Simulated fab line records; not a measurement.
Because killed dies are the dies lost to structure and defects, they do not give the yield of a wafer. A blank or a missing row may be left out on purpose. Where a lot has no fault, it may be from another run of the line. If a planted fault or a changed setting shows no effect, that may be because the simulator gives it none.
Split-lot experiment || flow n5-finfet || 7 lots, 39 wafers read, on a route of 1938 steps

== SPLIT DETAILS ==
At N5_MOL_CONTACT_COAG_ALD_133 (deposits SiO2, target thk 5 nm, pulse time 1 s, co reactant pulse time 1 s), the setting ald-cycles was moved away from the recipe's 35 on 15 of the 39 wafers read, by -17.1% to +17.1%. This setting was run at the recipe's value on the other wafers.

The reading is taken at the split's own step.

== THE READING ==
SiO2_of_MOL_CONTACT_COAG_ALD_133.thk-nm (the simulator's own value, which no gauge read), in nm, at N5_MOL_CONTACT_COAG_ALD_133 (deposits SiO2, target thk 5 nm, pulse time 1 s, co reactant pulse time 1 s). There is no usual value for it anywhere in the file.

{"wafer": "L076.1", "tool, chamber at the split": "ald-sin-01, 0,1,2", "ald-cycles as run": 29, "against the recipe": "-17.1%", "SiO2_of_MOL_CONTACT_COAG_ALD_133.thk-nm, nm": 4.2, "against lot-mates on the recipe": -0.8}
{"wafer": "L076.3", "tool, chamber at the split": "ald-sin-01, 0,1,2", "ald-cycles as run": 29, "against the recipe": "-17.1%", "SiO2_of_MOL_CONTACT_COAG_ALD_133.thk-nm, nm": 4.2, "against lot-mates on the recipe": -0.8}
{"wafer": "L076.5", "tool, chamber at the split": "ald-sin-01, 0,1,2", "ald-cycles as run": 29, "against the recipe": "-17.1%", "SiO2_of_MOL_CONTACT_COAG_ALD_133.thk-nm, nm": 4.2, "against lot-mates on the recipe": -0.8}
{"wafer": "L076.2", "tool, chamber at the split": "ald-sin-01, 3,2,1", "ald-cycles as run": 35, "against the recipe": "recipe", "SiO2_of_MOL_CONTACT_COAG_ALD_133.thk-nm, nm": 5, "against lot-mates on the recipe": "-"}
{"wafer": "L076.4", "tool, chamber at the split": "ald-sin-01, 3,2,1", "ald-cycles as run": 35, "against the recipe": "recipe", "SiO2_of_MOL_CONTACT_COAG_ALD_133.thk-nm, nm": 5, "against lot-mates on the recipe": "-"}
{"wafer": "L076.6", "tool, chamber at the split": "ald-sin-01, 3,2,1", "ald-cycles as run": 35, "against the recipe": "recipe", "SiO2_of_MOL_CONTACT_COAG_ALD_133.thk-nm, nm": 5, "against lot-mates on the recipe": "-"}
{"wafer": "L078.1", "tool, chamber at the split": "ald-sin-03, 1,2,0", "ald-cycles as run": 32, "against the recipe": "-8.6%", "SiO2_of_MOL_CONTACT_COAG_ALD_133.thk-nm, nm": 4.6, "against lot-mates on the recipe": -0.4}
{"wafer": "L078.2", "tool, chamber at the split": "ald-sin-03, 1,2,0", "ald-cycles as run": 32, "against the recipe": "-8.6%", "SiO2_of_MOL_CONTACT_COAG_ALD_133.thk-nm, nm": 4.6, "against lot-mates on the recipe": -0.4}
{"wafer": "L078.3", "tool, chamber at the split": "ald-sin-03, 1,2,0", "ald-cycles as run": 32, "against the recipe": "-8.6%", "SiO2_of_MOL_CONTACT_COAG_ALD_133.thk-nm, nm": 4.6, "against lot-mates on the recipe": -0.4}
{"wafer": "L078.4", "tool, chamber at the split": "ald-sin-03, 3,0,3", "ald-cycles as run": 35, "against the recipe": "recipe", "SiO2_of_MOL_CONTACT_COAG_ALD_133.thk-nm, nm": 5, "against lot-mates on the recipe": "-"}
{"wafer": "L078.5", "tool, chamber at the split": "ald-sin-03, 3,0,3", "ald-cycles as run": 35, "against the recipe": "recipe", "SiO2_of_MOL_CONTACT_COAG_ALD_133.thk-nm, nm": 5, "against lot-mates on the recipe": "-"}
{"wafer": "L078.6", "tool, chamber at the split": "ald-sin-03, 3,0,3", "ald-cycles as run": 35, "against the recipe": "recipe", "SiO2_of_MOL_CONTACT_COAG_ALD_133.thk-nm, nm": 5, "against lot-mates on the recipe": "-"}
{"wafer": "L080.1", "tool, chamber at the split": "ald-sin-03, 3,2,1,0,2,1", "ald-cycles as run": 35, "against the recipe": "recipe", "SiO2_of_MOL_CONTACT_COAG_ALD_133.thk-nm, nm": 5, "against lot-mates on the recipe": "-"}
{"wafer": "L080.2", "tool, chamber at the split": "ald-sin-03, 3,2,1,0,2,1", "ald-cycles as run": 35, "against the recipe": "recipe", "SiO2_of_MOL_CONTACT_COAG_ALD_133.thk-nm, nm": 5, "against lot-mates on the recipe": "-"}
{"wafer": "L080.3", "tool, chamber at the split": "ald-sin-03, 3,2,1,0,2,1", "ald-cycles as run": 35, "against the recipe": "recipe", "SiO2_of_MOL_CONTACT_COAG_ALD_133.thk-nm, nm": 5, "against lot-mates on the recipe": "-"}
{"wafer": "L080.4", "tool, chamber at the split": "ald-sin-03, 3,2,1,0,2,1", "ald-cycles as run": 35, "against the recipe": "recipe", "SiO2_of_MOL_CONTACT_COAG_ALD_133.thk-nm, nm": 5, "against lot-mates on the recipe": "-"}
{"wafer": "L080.5", "tool, chamber at the split": "ald-sin-03, 3,2,1,0,2,1", "ald-cycles as run": 35, "against the recipe": "recipe", "SiO2_of_MOL_CONTACT_COAG_ALD_133.thk-nm, nm": 5, "against lot-mates on the recipe": "-"}
{"wafer": "L080.6", "tool, chamber at the split": "ald-sin-03, 3,2,1,0,2,1", "ald-cycles as run": 35, "against the recipe": "recipe", "SiO2_of_MOL_CONTACT_COAG_ALD_133.thk-nm, nm": 5, "against lot-mates on the recipe": "-"}
{"wafer": "L083.1", "tool, chamber at the split": "ald-sin-03, 3,0,1", "ald-cycles as run": 35, "against the recipe": "recipe", "SiO2_of_MOL_CONTACT_COAG_ALD_133.thk-nm, nm": 5, "against lot-mates on the recipe": "-"}
{"wafer": "L083.4", "tool, chamber at the split": "ald-sin-03, 3,0,1", "ald-cycles as run": 35, "against the recipe": "recipe", "SiO2_of_MOL_CONTACT_COAG_ALD_133.thk-nm, nm": 5, "against lot-mates on the recipe": "-"}
{"wafer": "L083.6", "tool, chamber at the split": "ald-sin-03, 3,0,1", "ald-cycles as run": 35, "against the recipe": "recipe", "SiO2_of_MOL_CONTACT_COAG_ALD_133.thk-nm, nm": 5, "against lot-mates on the recipe": "-"}
{"wafer": "L083.2", "tool, chamber at the split": "ald-sin-03, 1,2,0", "ald-cycles as run": 40, "against the recipe": "+14.3%", "SiO2_of_MOL_CONTACT_COAG_ALD_133.thk-nm, nm": 5.8, "against lot-mates on the recipe": "+0.8"}
{"wafer": "L083.3", "tool, chamber at the split": "ald-sin-03, 1,2,0", "ald-cycles as run": 40, "against the recipe": "+14.3%", "SiO2_of_MOL_CONTACT_COAG_ALD_133.thk-nm, nm": 5.8, "against lot-mates on the recipe": "+0.8"}
{"wafer": "L083.5", "tool, chamber at the split": "ald-sin-03, 1,2,0", "ald-cycles as run": 40, "against the recipe": "+14.3%", "SiO2_of_MOL_CONTACT_COAG_ALD_133.thk-nm, nm": 5.8, "against lot-mates on the recipe": "+0.8"}
{"wafer": "L089.1", "tool, chamber at the split": "ald-sin-03, 3,0,0", "ald-cycles as run": 38, "against the recipe": "+8.6%", "SiO2_of_MOL_CONTACT_COAG_ALD_133.thk-nm, nm": 5.4, "against lot-mates on the recipe": "+0.4"}
{"wafer": "L089.4", "tool, chamber at the split": "ald-sin-03, 3,0,0", "ald-cycles as run": 38, "against the recipe": "+8.6%", "SiO2_of_MOL_CONTACT_COAG_ALD_133.thk-nm, nm": 5.4, "against lot-mates on the recipe": "+0.4"}
{"wafer": "L089.6", "tool, chamber at the split": "ald-sin-03, 3,0,0", "ald-cycles as run": 38, "against the recipe": "+8.6%", "SiO2_of_MOL_CONTACT_COAG_ALD_133.thk-nm, nm": 5.4, "against lot-mates on the recipe": "+0.4"}
{"wafer": "L089.2", "tool, chamber at the split": "ald-sin-03, 2,1,3", "ald-cycles as run": 35, "against the recipe": "recipe", "SiO2_of_MOL_CONTACT_COAG_ALD_133.thk-nm, nm": 5, "against lot-mates on the recipe": "-"}
{"wafer": "L089.3", "tool, chamber at the split": "ald-sin-03, 2,1,3", "ald-cycles as run": 35, "against the recipe": "recipe", "SiO2_of_MOL_CONTACT_COAG_ALD_133.thk-nm, nm": 5, "against lot-mates on the recipe": "-"}
{"wafer": "L089.5", "tool, chamber at the split": "ald-sin-03, 2,1,3", "ald-cycles as run": 35, "against the recipe": "recipe", "SiO2_of_MOL_CONTACT_COAG_ALD_133.thk-nm, nm": 5, "against lot-mates on the recipe": "-"}
{"wafer": "L090.2", "tool, chamber at the split": "ald-sin-01, 2,1,2", "ald-cycles as run": 35, "against the recipe": "recipe", "SiO2_of_MOL_CONTACT_COAG_ALD_133.thk-nm, nm": 5, "against lot-mates on the recipe": "-"}
{"wafer": "L090.4", "tool, chamber at the split": "ald-sin-01, 2,1,2", "ald-cycles as run": 35, "against the recipe": "recipe", "SiO2_of_MOL_CONTACT_COAG_ALD_133.thk-nm, nm": 5, "against lot-mates on the recipe": "-"}
{"wafer": "L090.6", "tool, chamber at the split": "ald-sin-01, 2,1,2", "ald-cycles as run": 35, "against the recipe": "recipe", "SiO2_of_MOL_CONTACT_COAG_ALD_133.thk-nm, nm": 5, "against lot-mates on the recipe": "-"}
{"wafer": "L094.1", "tool, chamber at the split": "ald-sin-01, 3,2,1", "ald-cycles as run": 35, "against the recipe": "recipe", "SiO2_of_MOL_CONTACT_COAG_ALD_133.thk-nm, nm": 5, "against lot-mates on the recipe": "-"}
{"wafer": "L094.3", "tool, chamber at the split": "ald-sin-01, 3,2,1", "ald-cycles as run": 35, "against the recipe": "recipe", "SiO2_of_MOL_CONTACT_COAG_ALD_133.thk-nm, nm": 5, "against lot-mates on the recipe": "-"}
{"wafer": "L094.4", "tool, chamber at the split": "ald-sin-01, 3,2,1", "ald-cycles as run": 35, "against the recipe": "recipe", "SiO2_of_MOL_CONTACT_COAG_ALD_133.thk-nm, nm": 5, "against lot-mates on the recipe": "-"}
{"wafer": "L094.2", "tool, chamber at the split": "ald-sin-01, 0,2,1", "ald-cycles as run": 41, "against the recipe": "+17.1%", "SiO2_of_MOL_CONTACT_COAG_ALD_133.thk-nm, nm": 5.8, "against lot-mates on the recipe": "+0.8"}
{"wafer": "L094.5", "tool, chamber at the split": "ald-sin-01, 0,2,1", "ald-cycles as run": 41, "against the recipe": "+17.1%", "SiO2_of_MOL_CONTACT_COAG_ALD_133.thk-nm, nm": 5.8, "against lot-mates on the recipe": "+0.8"}
{"wafer": "L094.6", "tool, chamber at the split": "ald-sin-01, 0,2,1", "ald-cycles as run": 41, "against the recipe": "+17.1%", "SiO2_of_MOL_CONTACT_COAG_ALD_133.thk-nm, nm": 5.8, "against lot-mates on the recipe": "+0.8"}
If several chambers appear in one row, that row covers several wafers at once and the file leaves open which wafer was in which chamber.

THE FIT
A straight line over all 39 wafers: SiO2_of_MOL_CONTACT_COAG_ALD_133.thk-nm changes by +0.0486 nm for each +1% of ald-cycles; r = +1.00; the points scatter about the line by 0.033 nm.
The same after taking each lot's own level away (the mean of its wafers on the recipe; 39 wafers): +0.0486 nm for each +1%; r = +1.00; scatter 0.033 nm.
That fit puts the effect of the largest move of ald-cycles on the reading at 0.83 nm.
The lots' own levels span 5.00 to 5.00 nm.
Consequently the slope shifts little with the lot-to-lot level, the two slopes agreeing.
Check: +0.846 nm against its lot-mates is what the line predicts for one of the wafers moved furthest among these (+17.1%) when that wafer is left out of the fit. Against them it came out at +0.8 nm.

== ADDITIONAL SPLITS CARRIED BY THESE WAFERS ==
These wafers also went through other splits before the reading. Each is held against what the fit with the lots' levels taken away leaves over:
{"other split on the same wafers": "N5_SD_EPI_P_EPI_21 time-s", "wafers away from the commonest value": 15, "r with SiO2_of_MOL_CONTACT_COAG_ALD_133.thk-nm (lot level and that fit taken away)": "+0.00"}
{"other split on the same wafers": "N5_SD_ACTIVATION_LSA_01 temp-c", "wafers away from the commonest value": 12, "r with SiO2_of_MOL_CONTACT_COAG_ALD_133.thk-nm (lot level and that fit taken away)": -0.19}
{"other split on the same wafers": "N5_HKMG_FIN_EXPOSE_09 dose-mj", "wafers away from the commonest value": 9, "r with SiO2_of_MOL_CONTACT_COAG_ALD_133.thk-nm (lot level and that fit taken away)": -0.11}
{"other split on the same wafers": "N5_GATE_CUT_CUT_ETCH_54 icp-w", "wafers away from the commonest value": 18, "r with SiO2_of_MOL_CONTACT_COAG_ALD_133.thk-nm (lot level and that fit taken away)": "+0.08"}

== THE FILE'S OWN FIT ==
SiO2_of_MOL_CONTACT_COAG_ALD_133.thk-nm changes by +0.0487 nm for each +1% of ald-cycles, r = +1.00.
